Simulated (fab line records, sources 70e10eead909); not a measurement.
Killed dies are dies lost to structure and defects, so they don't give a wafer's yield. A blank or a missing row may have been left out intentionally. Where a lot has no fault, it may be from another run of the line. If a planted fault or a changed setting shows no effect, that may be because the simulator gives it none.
A lot that was struck, set against a sound lot || flow nand_harc || 14 out of 1302 route steps
Sound: the wafers L115.3, L115.5, L115.6. Struck: wafers L117.2, L117.6. (L117.4 of the same lot was not struck and is left out.) The cause comes at the end.
For every step that has rows: the tool of each side, followed by ch and its chambers, followed by its first start. Under that, the readings that differ: sound wafers || struck wafers || difference of the means || sigmas: that difference in standard deviations of wafers without a fault.
alike: a reading whose means differ by less than 2 such deviations, as well as words and numbers matching on both sides. not compared: withheld readings; readings where some wafer has no value; bounds like >300 that might hide an equal value; numbers whose values overlap and for which the record gives no deviation.
A row with sigmas, a row that says differs or no value, or rows on one side alone: a step with any of these is where the two part. Numbers that don't overlap but have no deviation are shown without sigmas and don't part them. Lack of a reading on every wafer of one side parts them only where that side has two or more wafers.

NHARC_A_SLIT_ETCH_26: etches the open film in C4F8/O2/Ar, time 90 s, target depth 400 nm.
  sound on har_etch-02 ch 0,1, day 20 07:50; struck on har_etch-01 ch 0, day 21 03:25
  alike: drypump_motor_current_A, oes_air_line_au, showerhead_plenum_p_Torr, throttle_valve_pct
  not compared: rf_hours_counter_h
then, 1 step without rows for these wafers: NHARC_A_SLIT_STRIP_28 (strips in O2/COS).
NHARC_A_SLIT_ETCH_29: etches the open film in CF4/O2, target depth 100 nm, overetch 10 nm, time 55 s.
  sound on rie_diel-11 ch 0,1, day 20 08:40; struck on rie_diel-03 ch 1,3, day 21 04:17
  alike: drypump_motor_current_A, oes_product_au, rf_vpp_V, showerhead_plenum_p_Torr, throttle_valve_pct
  not compared: rf_hours_counter_h
NHARC_A_SLIT_STRIP_18: strips in O2.
  sound on rie_diel-11 ch 1,2; struck on rie_diel-03 ch 2,3
{"reading": "drypump_motor_current_A (A)", "sound": "6.0 5.9 5.9", "struck": "5.3 5.1", "difference": -0.7, "sigmas": -2}
  alike: oes_product_au, rf_vpp_V, showerhead_plenum_p_Torr, throttle_valve_pct
  not compared: rf_hours_counter_h
then, 2 steps without rows for these wafers: NHARC_A_SLIT_PRECLEAN_19 (cleans in SC1); NHARC_A_SLIT_SRD_20.
NHARC_A_SLIT_CD_MEAS_21:
  sound: cd_sem-02 at day 20 09:13; struck: cd_sem-02 at day 21 04:49
{"reading": "cd_nm (nm)", "sound": "288.4 288.4 288.6", "struck": "290.2 290.6", "difference": "+1.9", "sigmas": "+3"}
then, 3 steps without rows for these wafers: NHARC_A_SIN_REMOVE_WET_00 (chemistry H3PO4, time 15300 s); NHARC_A_SIN_REMOVE_PRECLEAN_01 (cleans in SC1); NHARC_A_SIN_REMOVE_SRD_02.
NHARC_A_SIN_REMOVE_INSPECT_04:
  sound: defect_inspect-02 at day 20 15:37; struck: defect_inspect-02 at day 21 11:25
  alike: raw_defect_count
NHARC_A_WL_FILL_ALD_00: deposits Al2O3, target thk 3 nm, pulse time 3 s, ald cycles 30.
  sound on ald_hk-03 ch 0,1, day 20 15:42; struck on ald_hk-03 ch 2,3, day 21 11:31
{"reading": "ald_cycles", "sound": "30 30 30", "struck": "22 22", "difference": -8, "sigmas": ""}
  alike: heater_power_w, precursor_pulse_height_rel
NHARC_A_WL_FILL_RTA_01: time 5 s.
  sound on rtp_anneal-01 ch 0, day 20 16:00; struck on rtp_anneal-02 ch 0, day 21 11:46
  alike: lamp_power_pct, lamp_zone_7_pct, wafer_temp_C_max
after that, 1 step had no rows for these wafers: NHARC_END_SORT_01.

## WHERE THEY PART
Last at NHARC_A_SLIT_CD_MEAS_21 as far as this record goes, first at NHARC_A_SLIT_STRIP_18. Later steps at which nothing parts them and some readings are alike: NHARC_A_SIN_REMOVE_INSPECT_04, NHARC_A_WL_FILL_ALD_00, NHARC_A_WL_FILL_RTA_01.

WHY: the cause the simulator had injected
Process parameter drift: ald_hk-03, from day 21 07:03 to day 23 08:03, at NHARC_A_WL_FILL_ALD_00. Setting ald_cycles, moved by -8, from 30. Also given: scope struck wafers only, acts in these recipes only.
